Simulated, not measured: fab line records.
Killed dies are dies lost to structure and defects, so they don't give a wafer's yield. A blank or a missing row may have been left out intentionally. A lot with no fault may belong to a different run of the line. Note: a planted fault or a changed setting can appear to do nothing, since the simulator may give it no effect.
fab line records + flow n5Finfet
record
- lots=4
- wafers=12
- lastDay=17
route steps=1938 shown BEOL_M14@1731
lots untouched by any fault: they come from a run of this same line in which no faults occurred
startH: hours from the record's opening day to when the first of the lot's shown wafers began + waitH: hours since the lot's step before + " same as the row above + L1.1+2: a single row standing in for several wafers + - either no value or no given start + * or withheld: withheld + < > ~ a bound
route shown NAME@n: a module of which the file shows steps, and the number in the route of the first + usual: the fault-free wafers' mean and standard deviation + same: alike in all rows + chamber/n: place in a boat + sites: per-site readings + _std_site: how widely they spread, as a standard deviation + _edge_site: the outer-site mean with the inner-site mean subtracted + radiusMm: how far each site lies from the wafer's centre + mask NAME#n: copy n + behind: the most recent tool/chamber to have shaped the wafer + hold: what put the lot on hold/how long, in hours/how the hold closed + device: which transistor (n, p or np) failed to switch + end of line: the same wafers' tests at the end of the route + where a step has no rows: the recipe by itself + killed: count of dies lost to structure and defects at first sort (not the wafer's yield) + map: dies across one wafer; x = killed, . = not, _ = none there
set.NAME: the setting that was run; set.NAME@STEP: the one run at that earlier step + model.NAME: the simulator's own value behind a step, which no gauge read
lots at selected steps of the route; one table per step, one row per wafer
services: when a tool's chamber went out of use (startH, in hours from the record's first day, below 0 if earlier), for how many hours, and the reason
## steps
# step N5_BEOL_M14_VIA_ETCH_16
# recipe
- chemistry=C4F8/O2/Ar
- target=SiO2
- heInnerTorr=15
- heOuterTorr=30
- targetDepthA=12313
- timeS=withheld
- ionEnergyEv=800
- pressureMtorr=20
- sourceW=1905
- biasW=2040
- Ar_flow_sccm=400
- C4F8_flow_sccm=16
- O2_flow_sccm=12
- ends=cleared
# step N5_BEOL_M14_STRIP_63
# recipe
- chemistry=O2
- powerW=600
- tempC=60
- pressureMtorr=30
- rfFrequencyHz=6e+07
- biasPowerW=0
- overashFraction=0.3
- o2FlowSccm=225
# step N5_BEOL_M14_STRIP_64
# recipe
- chemistry=O2
- powerW=600
- tempC=60
- pressureMtorr=30
- rfFrequencyHz=6e+07
- biasPowerW=0
- overashFraction=0.3
- o2FlowSccm=225
# step N5_BEOL_M14_STRIP_71
# recipe
- chemistry=postEtchResidueRemover
- timeS=60
- tempC=25
- removerPh=withheld
- removerWaterWtPct=withheld
- removerFluorideWtPct=withheld
# step N5_BEOL_M14_SRD_72
# recipe
- timeS=30
- tempC=23
- rinseLiquid=diw
- dry=n2Spin
- spinRpm=1500
- dryTimeS=30
# step N5_BEOL_M14_COAT_65
# recipe
- resist=SOC
- tempC=250
- timeS=60
- spinRpm=1500
- resistThkNm=450
# step N5_BEOL_M14_COAT_66
# recipe
- resist=SiARC
- tempC=220
- timeS=60
- spinRpm=1500
- resistThkNm=110
# step N5_BEOL_M14_COAT_22
# recipe
- spinRpm=2888
- resistThkNm=300
# step N5_BEOL_M14_EBR_24
# recipe
- solvent=PGMEA
- ebrWidthMm=1.5
# step N5_BEOL_M14_SOFTBAKE_23
# recipe
- tempC=130
- timeS=60
# step N5_BEOL_M14_EXPOSE_25
# recipe
- maskId=M14
- na=0.8
- sourceShape=annular
- sigmaInner=0.5
- sigmaOuter=0.8
- polarization=unpolarized
- targetCdNm=280
- doseMj=26.6
# step N5_BEOL_M14_PEB_26
# recipe
- pebTempC=130
- pebTimeS=90
# usual
- heaterPowerTotalW=172.5/0.78
- plateTempC=130.03/0.16
| lot.wafer | tool          | chamber | startH | waitH | heaterPowerTotalW | plateTempC |
|-----------|---------------|---------|--------|-------|-------------------|------------|
| L140.1    | lithoTrack-03 | 0       | 270.69 | 0.1   | 173.7             | 129.93     |
| L140.4    | "             | 0       | "      | "     | 173.7             | 130.03     |
| L140.6    | "             | 0       | "      | "     | 173.6             | 130.25     |
| L145.2    | lithoTrack-03 | 0       | 310.76 | 0.0   | 170.7             | 128.40     |
| L145.5    | "             | 0       | "      | "     | 171.1             | 128.39     |
| L145.6    | "             | 0       | "      | "     | 169.5             | 128.62     |
| L149.2    | lithoTrack-03 | 0       | 315.29 | 0.0   | 169.8             | 128.53     |
| L149.4    | "             | 0       | "      | "     | 168.4             | 128.36     |
| L149.5    | "             | 0       | "      | "     | 170.2             | 128.50     |
| L158.1    | lithoTrack-05 | 0       | 372.60 | 0.1   | 172.0             | 129.80     |
| L158.3    | "             | 0       | "      | "     | 173.8             | 129.83     |
| L158.6    | "             | 0       | "      | "     | 171.0             | 130.01     |
# step N5_BEOL_M14_DEVELOP_27
# recipe
- developTimeS=45
- rinseLiquid=diw
- dry=airSpin
- devTempC=21
# step N5_BEOL_M14_HARDBAKE_32
# recipe
- tempC=130
- timeS=120
# step N5_BEOL_M14_CD_MEAS_28
# recipe
- targetCdNm=284.4
- landingEnergyEv=500
- detector=seInlens
# usual
- cdNm=284.3/1.6
# same
- landingEnergyEv=500
| lot.wafer | tool     | chamber | startH | waitH | cdNm  |
|-----------|----------|---------|--------|-------|-------|
| L140.1    | cdSem-02 | 0       | 270.80 | -     | 282.8 |
| L140.4    | "        | 0       | "      | "     | 283.8 |
| L140.6    | "        | 0       | "      | "     | 285.3 |
| L145.2    | cdSem-03 | 0       | 310.88 | -     | 273.8 |
| L145.5    | "        | 0       | "      | "     | 274.5 |
| L145.6    | "        | 0       | "      | "     | 277.7 |
| L149.2    | cdSem-02 | 0       | 315.40 | -     | 276.0 |
| L149.4    | "        | 0       | "      | "     | 276.7 |
| L149.5    | "        | 0       | "      | "     | 274.4 |
| L158.1    | cdSem-01 | 0       | 372.71 | -     | 286.8 |
| L158.3    | "        | 0       | "      | "     | 285.6 |
| L158.6    | "        | 0       | "      | "     | 287.1 |
# step N5_BEOL_M14_DESCUM_33
# recipe
- chemistry=O2
- timeS=7.9
- sourcePowerW=50
- biasPowerW=20
- pressureMtorr=20
- rfFrequencyHz=2.712e+07
- tempC=40
- o2FlowSccm=225
# usual
- drypumpMotorCurrentA=6.0/0.52
- oesProductAu=0.81/0.088
- rfVppV=243.7/1.4
- showerheadPlenumPTorr=2.14/0.078
- throttleValvePct=20.3/0.32
# same
- timeS=7.9
| lot.wafer | tool       | chamber | startH | waitH | drypumpMotorCurrentA | oesProductAu | rfHoursCounterH | rfVppV | showerheadPlenumPTorr | throttleValvePct | model.BEOL_M14.cdNm |
|-----------|------------|---------|--------|-------|----------------------|--------------|-----------------|--------|-----------------------|------------------|---------------------|
| L140.1    | rieDiel-02 | 1       | 271.00 | 0.1   | 6.5                  | 0.88         | 51              | 245.2  | 2.20                  | 20.0             | 283                 |
| L140.4    | "          | 2       | "      | "     | 5.7                  | 0.78         | 117             | 245.2  | 2.09                  | 20.4             | 283.8               |
| L140.6    | "          | 2       | "      | "     | 5.7                  | 0.78         | -               | 243.0  | 2.09                  | 20.4             | 285.2               |
| L145.2    | rieDiel-02 | 3       | 310.97 | 0.0   | 6.0                  | 0.86         | 77              | 245.4  | 2.22                  | 20.6             | 273.8               |
| L145.5    | "          | 3       | "      | "     | 6.0                  | 0.85         | -               | 244.9  | 2.22                  | 20.6             | 274.6               |
| L145.6    | "          | 1       | "      | "     | 6.5                  | 0.85         | -               | 243.3  | 2.20                  | 20.0             | 277.6               |
| L149.2    | rieDiel-02 | 3       | 315.53 | 0.1   | 6.0                  | 0.86         | 79              | 245.3  | 2.22                  | 20.6             | 276                 |
| L149.4    | "          | 1       | "      | "     | 6.5                  | 0.84         | -               | 244.9  | 2.20                  | 20.0             | 276.6               |
| L149.5    | "          | 3       | "      | "     | 6.0                  | 0.86         | -               | 243.9  | 2.22                  | 20.7             | 274.2               |
| L158.1    | rieDiel-05 | 2       | 372.85 | 0.1   | 5.5                  | 0.97         | 3               | 244.2  | 2.14                  | 20.4             | 286.8               |
| L158.3    | "          | 3       | "      | "     | 6.2                  | 0.87         | 47              | 244.9  | 2.24                  | 20.3             | 285.4               |
| L158.6    | "          | 2       | "      | "     | 5.6                  | 0.98         | -               | 243.7  | 2.14                  | 20.3             | 286.4               |
# step N5_BEOL_M14_ETCH_67
# recipe
- chemistry=CF4
- target=SiARC
- targetDepthA=1430
- timeS=238.3
- ionEnergyEv=80
- pressureMtorr=40
- sourceW=545
- biasW=36
- Ar_flow_sccm=100
- cf4FlowSccm=100
- ends=cleared
# step N5_BEOL_M14_ETCH_68
# recipe
- chemistry=N2/H2
- target=SOC
- maskMaterial=SiARC
- sourceW=3000
- biasW=350
- tempC=40
- timeS=450
- ionEnergyEv=200
- pressureMtorr=30
- n2FlowSccm=200
- h2FlowSccm=200
# step N5_BEOL_M14_STRIP_69
# recipe
- chemistry=N2/H2
- tempC=40
- n2FlowSccm=200
- h2FlowSccm=200
- rfFrequencyHz=6e+07
# step N5_BEOL_M14_TRENCH_ETCH_34
# recipe
- chemistry=C4F8/O2/Ar
- target=SiO2
- targetDepthA=5566.5
- maskMaterial=SOC
- heInnerTorr=15
- heOuterTorr=30
- timeS=126.9
- ionEnergyEv=800
- pressureMtorr=20
- sourceW=1905
- biasW=2040
- Ar_flow_sccm=400
- C4F8_flow_sccm=16
- O2_flow_sccm=12
# step N5_BEOL_M14_STRIP_70
# recipe
- chemistry=C4F8/O2/Ar
- resist=SiARC
- rfFrequencyHz=6e+07
# step N5_BEOL_M14_STRIP_37
# recipe
- chemistry=O2
- powerW=600
- tempC=60
- pressureMtorr=30
- rfFrequencyHz=6e+07
- biasPowerW=0
- overashFraction=0.3
- o2FlowSccm=225
# step N5_BEOL_M14_ETCH_38
# recipe
- chemistry=CF4/N2
- target=SiCN
- targetDepthA=1065
- taperDeg=2
- timeS=120.6
- ionEnergyEv=150
- maskMaterial=SiO2
- pressureMtorr=40
- sourceW=430
- biasW=70
- Ar_flow_sccm=100
- cf4FlowSccm=60
- n2FlowSccm=60
# usual
- drypumpMotorCurrentA=5.9/0.53
- n2FlowSccm=60.01/0.18
- oesProductAu=0.80/0.095
- rfVppV=383.4/2
- showerheadPlenumPTorr=2.26/0.071
- throttleValvePct=15.36/0.24
# same
- timeS=120.6
| lot.wafer | tool       | chamber | startH | waitH | drypumpMotorCurrentA | n2FlowSccm | oesProductAu | rfHoursCounterH | rfVppV | showerheadPlenumPTorr | throttleValvePct | model.BEOL_M14.cdNm |
|-----------|------------|---------|--------|-------|----------------------|------------|--------------|-----------------|--------|-----------------------|------------------|---------------------|
| L140.1    | rieDiel-01 | 3       | -      | -     | 5.1                  | 59.87      | 0.82         | 85              | 379.1  | 2.16                  | 15.26            | 277                 |
| L140.4    | "          | 2       | "      | "     | 4.9                  | 60.13      | 0.69         | 221             | 379.6  | 2.10                  | 15.52            | 278.6               |
| L140.6    | "          | 3       | "      | "     | 5.1                  | 59.83      | 0.81         | -               | 380.2  | 2.16                  | 15.26            | 279.4               |
| L145.2    | rieDiel-02 | 0       | -      | -     | 6.3                  | 60.16      | 0.68         | 250             | 383.2  | 2.26                  | 15.32            | 268.4               |
| L145.5    | "          | 1       | "      | "     | 6.5                  | 60.16      | 0.85         | -               | 386.9  | 2.33                  | 15.16            | 269.2               |
| L145.6    | "          | 0       | "      | "     | 6.2                  | 60.22      | 0.68         | -               | 384.2  | 2.26                  | 15.33            | 272.2               |
| L149.2    | rieDiel-05 | 2       | -      | -     | 5.6                  | 59.82      | 0.66         | 238             | 382.2  | 2.27                  | 15.77            | 272.2               |
| L149.4    | "          | 2       | "      | "     | 5.6                  | 60.03      | 0.67         | -               | 382.7  | 2.27                  | 15.76            | 270.6               |
| L149.5    | "          | 0       | "      | "     | 5.6                  | 60.09      | 0.90         | -               | 382.0  | 2.25                  | 15.37            | 269.4               |
| L158.1    | rieDiel-05 | 2       | -      | -     | 5.6                  | 59.83      | 0.95         | 3               | 383.8  | 2.26                  | 15.26            | 282.2               |
| L158.3    | "          | 3       | "      | "     | 6.2                  | 60.38      | 0.87         | 48              | 385.7  | 2.33                  | 15.11            | 283                 |
| L158.6    | "          | 2       | "      | "     | 5.5                  | 60.03      | 0.94         | -               | 381.2  | 2.26                  | 15.28            | 281.2               |
# step N5_BEOL_M14_PRECLEAN_39
# recipe
- chemistry=residueRemover
- timeS=60
- tempC=40
## services
| tool       | chamber | startH | hours | kind                         |
|------------|---------|--------|-------|------------------------------|
| rieDiel-05 | 2       | 248.35 | 14.3  | repair                       |
| rieDiel-01 | 2       | 252.54 | 8.2   | repair                       |
| rieDiel-05 | 1       | 297.02 | -     | clean                        |
| rieDiel-05 | 1       | 297.02 | -     | consumableReplace:focusRing  |
| rieDiel-05 | 1       | 297.02 | 22.1  | scheduledDown                |
| rieDiel-05 | 1       | 297.02 | 22.1  | ventCycle                    |
| rieDiel-02 | 2       | 306.72 | 4.8   | repair                       |
| rieDiel-02 | 0       | 313.32 | -     | clean                        |
| rieDiel-02 | 0       | 313.32 | -     | consumableReplace:focusRing  |
| rieDiel-02 | 0       | 313.32 | 30.2  | scheduledDown                |
| rieDiel-02 | 0       | 313.32 | 30.2  | ventCycle                    |
| rieDiel-02 | 3       | 317.48 | 4.5   | repair                       |
| rieDiel-02 | 3       | 329.20 | 11.3  | repair                       |
| rieDiel-02 | 2       | 332.84 | 7.0   | repair                       |
| rieDiel-01 | 3       | 344.13 | 12.7  | repair                       |
| rieDiel-05 | 2       | 350.55 | -     | clean                        |
| rieDiel-05 | 2       | 350.55 | -     | consumableReplace:focusRing  |
| rieDiel-05 | 2       | 350.55 | 14.7  | scheduledDown                |
| rieDiel-05 | 2       | 350.55 | 14.7  | ventCycle                    |
| rieDiel-01 | 2       | 357.00 | -     | clean                        |
| rieDiel-01 | 2       | 357.00 | -     | consumableReplace:focusRing  |
| rieDiel-01 | 2       | 357.00 | -     | consumableReplace:showerhead |
| rieDiel-01 | 2       | 357.00 | 21.3  | scheduledDown                |
| rieDiel-01 | 2       | 357.00 | 21.3  | ventCycle                    |
## key
firstSign
- step=N5_BEOL_M14_PEB_26
- reading=plateTempC
- direction=down
- sigmas=10
- usual=*
- struck=*
effect
- step=N5_BEOL_M14_PEB_26
- reading=heaterPowerTotalW
- direction=down
- sigmas=3.3
- usual=*
- struck=*
effect
- step=N5_BEOL_M14_CD_MEAS_28
- reading=cdNm
- direction=down
- sigmas=5.5
- usual=284.3
- struck=275.5
modelEffect
- step=N5_BEOL_M14_DESCUM_33
- value=BEOL_M14.cdNm
- without=283.8
- struck=275.5
modelEffect
- step=N5_BEOL_M14_ETCH_38
- value=BEOL_M14.cdNm
- without=278.6
- struck=270.3
metAt N5_BEOL_M14_PEB_26
struckWafers L145.2,L145.5,L145.6,L149.2,L149.4,L149.5
onsetBetween 270.69 310.76
fault
- kind=processParameterDrift
- tool=lithoTrack-03
- chamber=-
- onsetH=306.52
- steps=N5_BEOL_M14_PEB_26
- channel=pebTempC
- offset=*
- shape=step
- endH=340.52
- actsIn=*
- stated=*
